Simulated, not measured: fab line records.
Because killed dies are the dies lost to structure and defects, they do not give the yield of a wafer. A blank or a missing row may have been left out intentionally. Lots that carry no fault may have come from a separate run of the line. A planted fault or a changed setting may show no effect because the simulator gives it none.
Chamber matching || flow n5-finfet || N5_ILD0_ALD_15 on ald-sin-02 has 4 sister chambers
The step deposits SiNx, target thk 24 nm, pulse time 1 s, ald cycles 480. 14 wafers are shown with their chamber, then 7 later ones without.

## WAFERS, EACH WITH ITS CHAMBER
{"wafer": "L075.2", "chamber": 0, "heater-power-w (W)": 811, "precursor-pulse-height-rel": 0.965}
{"wafer": "L075.3", "chamber": 1, "heater-power-w (W)": 706, "precursor-pulse-height-rel": 0.997}
{"wafer": "L075.5", "chamber": 0, "heater-power-w (W)": 793, "precursor-pulse-height-rel": 0.988}
{"wafer": "L076.3", "chamber": 0, "heater-power-w (W)": 806, "precursor-pulse-height-rel": 1.014}
{"wafer": "L076.5", "chamber": 3, "heater-power-w (W)": 802, "precursor-pulse-height-rel": 0.998}
{"wafer": "L076.6", "chamber": 2, "heater-power-w (W)": 757, "precursor-pulse-height-rel": 0.981}
{"wafer": "L079.1", "chamber": 0, "heater-power-w (W)": 790, "precursor-pulse-height-rel": 0.994}
{"wafer": "L079.2", "chamber": 1, "heater-power-w (W)": 718, "precursor-pulse-height-rel": 0.993}
{"wafer": "L079.3", "chamber": 3, "heater-power-w (W)": 805, "precursor-pulse-height-rel": 0.994}
{"wafer": "L081.2", "chamber": 0, "heater-power-w (W)": 808, "precursor-pulse-height-rel": 0.995}
{"wafer": "L081.4", "chamber": 2, "heater-power-w (W)": 745, "precursor-pulse-height-rel": 1.020}
{"wafer": "L081.5", "chamber": 1, "heater-power-w (W)": 691, "precursor-pulse-height-rel": 0.992}
{"wafer": "L085.3", "chamber": 3, "heater-power-w (W)": 815, "precursor-pulse-height-rel": 0.983}
{"wafer": "L085.5", "chamber": 3, "heater-power-w (W)": 801, "precursor-pulse-height-rel": 0.989}

SIGNATURES (averages over the wafers above)
{"reading": "heater-power-w", "chamber 0": 801.60, "chamber 1": 705.00, "chamber 2": 751.00, "chamber 3": 805.75, "scatter within a chamber": 9.58}
{"reading": "precursor-pulse-height-rel", "chamber 0": 0.99120, "chamber 1": 0.99400, "chamber 2": 1.00050, "chamber 3": 0.99100, "scatter within a chamber": 0.0146}
Rule: for each reading, subtract the chamber's mean from the wafer's reading, divide by that reading's scatter and square the result; add these up over the readings and take the root, which gives the wafer's distance from the chamber. If the next closest chamber is less than 2 further off than the closest, the wafer can't be placed; otherwise it belongs to the closest. The scatter is the square root of a quotient: the sum, over the shown wafers, of each reading's squared deviation from its chamber's mean, divided by wafers minus chambers.

## WAFERS MISSING THEIR CHAMBER
{"wafer": "L085.6", "heater-power-w (W)": 761, "precursor-pulse-height-rel": 0.950}
{"wafer": "L087.2", "heater-power-w (W)": 739, "precursor-pulse-height-rel": 1.025}
{"wafer": "L087.3", "heater-power-w (W)": 808, "precursor-pulse-height-rel": 0.979}
{"wafer": "L087.5", "heater-power-w (W)": 799, "precursor-pulse-height-rel": 1.014}
{"wafer": "L095.1", "heater-power-w (W)": 802, "precursor-pulse-height-rel": 1.011}
{"wafer": "L095.3", "heater-power-w (W)": 756, "precursor-pulse-height-rel": 0.979}
{"wafer": "L095.4", "heater-power-w (W)": 795, "precursor-pulse-height-rel": 0.968}

## WHICH CHAMBER EACH WENT THROUGH
{"wafer": "L085.6", "from the rows above": "can't be placed: 2 or 0 or 3", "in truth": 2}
{"wafer": "L087.2", "from the rows above": 2, "in truth": 2}
{"wafer": "L087.3", "from the rows above": "can't be placed: 3 or 0", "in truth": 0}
{"wafer": "L087.5", "from the rows above": "can't be placed: 0 or 3", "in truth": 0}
{"wafer": "L095.1", "from the rows above": "can't be placed: 0 or 3", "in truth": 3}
{"wafer": "L095.3", "from the rows above": 2, "in truth": 2}
{"wafer": "L095.4", "from the rows above": "can't be placed: 0 or 3", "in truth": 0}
Correctly placed: 2 of 7. Unplaceable from these rows: 5, with the true chamber sitting among the candidates in 5. Placed wrongly: 0.
